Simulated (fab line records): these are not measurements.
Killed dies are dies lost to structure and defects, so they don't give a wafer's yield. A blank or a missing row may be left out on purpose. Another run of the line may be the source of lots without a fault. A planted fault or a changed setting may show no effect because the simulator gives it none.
Split-lot study | flow n5Finfet | on a route of 1938 steps: 7 lots, 21 wafers read

## ON THE SPLIT
At N5_BEOL_M0_SAQP_PECVD_04 (deposits a-Si from SiH4/He, target thk 60 nm, time 60.2 s), the setting timeS was moved away from the recipe's 60.2 s on 5 of the 21 wafers read, by -14.9% to +10.7%. All remaining wafers had this setting at the recipe value.

The reading comes from the split's own step.

## THE READING
a-Si_of_BEOL_M0_SAQP_PECVD_04.thkNm (the simulator's own value, which no gauge read), in nm, at N5_BEOL_M0_SAQP_PECVD_04 (deposits a-Si from SiH4/He, target thk 60 nm, time 60.2 s). The file gives no usual value for it. The 16 wafers here that ran the recipe average 59.8 nm, standard deviation 0.99 nm.

wafer  | tool, chamber at the split | timeS as run, s | against the recipe | a-Si_of_BEOL_M0_SAQP_PECVD_04.thkNm, nm | against lot-mates on the recipe
L074.2 | pecvd-02, 1                | 60.2            | recipe             | 59.6                                    | -
L074.4 | pecvd-02, 2                | 60.2            | recipe             | 61                                      | -
L074.5 | pecvd-02, 0                | 60.2            | recipe             | 60                                      | -
L079.1 | pecvd-02, 0                | 60.2            | recipe             | 59                                      | -
L079.2 | pecvd-02, 1                | 66.66           | +10.7%             | 65                                      | +6.0
L079.5 | pecvd-02, 2                | 66.66           | +10.7%             | 67.2                                    | +8.2
L084.4 | pecvd-02, 1                | 60.2            | recipe             | 62                                      | -
L084.5 | pecvd-02, 0                | 60.2            | recipe             | 61.2                                    | -
L084.6 | pecvd-02, 2                | 53.25           | -11.5%             | 55.2                                    | -6.4
L086.4 | pecvd-01, 2                | 60.2            | recipe             | 58.6                                    | -
L086.5 | pecvd-01, 0                | 60.2            | recipe             | 58.8                                    | -
L086.6 | pecvd-01, 2                | 60.2            | recipe             | 59.6                                    | -
L089.3 | pecvd-04, 2                | 51.25           | -14.9%             | 52.2                                    | -8.4
L089.4 | pecvd-04, 1                | 51.25           | -14.9%             | 51                                      | -9.6
L089.6 | pecvd-04, 2                | 60.2            | recipe             | 60.6                                    | -
L093.1 | pecvd-01, 0                | 60.2            | recipe             | 58.4                                    | -
L093.4 | pecvd-01, 0                | 60.2            | recipe             | 58.8                                    | -
L093.5 | pecvd-01, 1                | 60.2            | recipe             | 59.8                                    | -
L096.1 | pecvd-04, 2                | 60.2            | recipe             | 60.4                                    | -
L096.2 | pecvd-04, 1                | 60.2            | recipe             | 59.4                                    | -
L096.6 | pecvd-04, 2                | 60.2            | recipe             | 60.2                                    | -

THE FIT
A straight line over all 21 wafers: a-Si_of_BEOL_M0_SAQP_PECVD_04.thkNm changes by +0.54 nm for each +1% of timeS; r = +0.96; the points scatter about the line by 1.1 nm.
The same after taking each lot's own level away (the mean of its wafers on the recipe; 21 wafers): +0.615 nm for each +1%; r = +0.99; scatter 0.63 nm.
On that fit, the largest move of timeS shifts the reading by 9.1 nm.
From 59.00 to 61.60 nm: that is the span of the lots' own levels, equal to 2.6 times the standard deviation above.
So the slope is not independent of the lot-to-lot level: the two fits are not the same.
Check: -9.33 nm against its lot-mates is what the line predicts for one of the wafers moved furthest among these (-14.9%) when that wafer is left out of the fit. Against them it came out at -8.4 nm.

## ADDITIONAL SPLITS CARRIED BY THESE WAFERS
These wafers also went through other splits before the reading. Each is held against what the fit with the lots' levels taken away leaves over:
other split on the same wafers        | wafers away from the commonest value | r with a-Si_of_BEOL_M0_SAQP_PECVD_04.thkNm (lot level and that fit taken away)
N5_SDB_COAT_04 spinRpm                | 8                                    | -0.16
N5_HKMG_FIN_ETCH_55 timeS             | 5                                    | -0.16
N5_HKMG_FIN_ETCH_58 sourceW           | 8                                    | -0.25
N5_HKMG_FIN_ETCH_35 biasW             | 6                                    | +0.21
N5_GATE_CUT_COAT_27 spinRpm           | 8                                    | -0.05
N5_GATE_CUT_DESCUM_18 timeS           | 7                                    | -0.16
N5_MOL_CONTACT_COAG_VIA_ETCH_46 biasW | 9                                    | +0.45
N5_MOL_CONTACT_COAG_COAT_64 spinRpm   | 6                                    | -0.23

## THE WHOLE CHAIN: every reading that the file lists as answering this split, in the file's order
step                        | what it does                                              | reading                                                                              | change (the file's fit)               | r (the file's)
N5_BEOL_M0_SAQP_PECVD_04    | deposits a-Si from SiH4/He, target thk 60 nm, time 60.2 s | a-Si_of_BEOL_M0_SAQP_PECVD_04.thkNm (the simulator's own value, which no gauge read) | +0.605 nm for each +1% of the setting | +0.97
N5_BEOL_M0_SAQP_THK_MEAS_05 |                                                           | thkNm                                                                                | withheld for each +1% of the setting  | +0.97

## THE FILE'S OWN FIT
a-Si_of_BEOL_M0_SAQP_PECVD_04.thkNm changes by +0.605 nm for each +1% of timeS, r = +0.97.
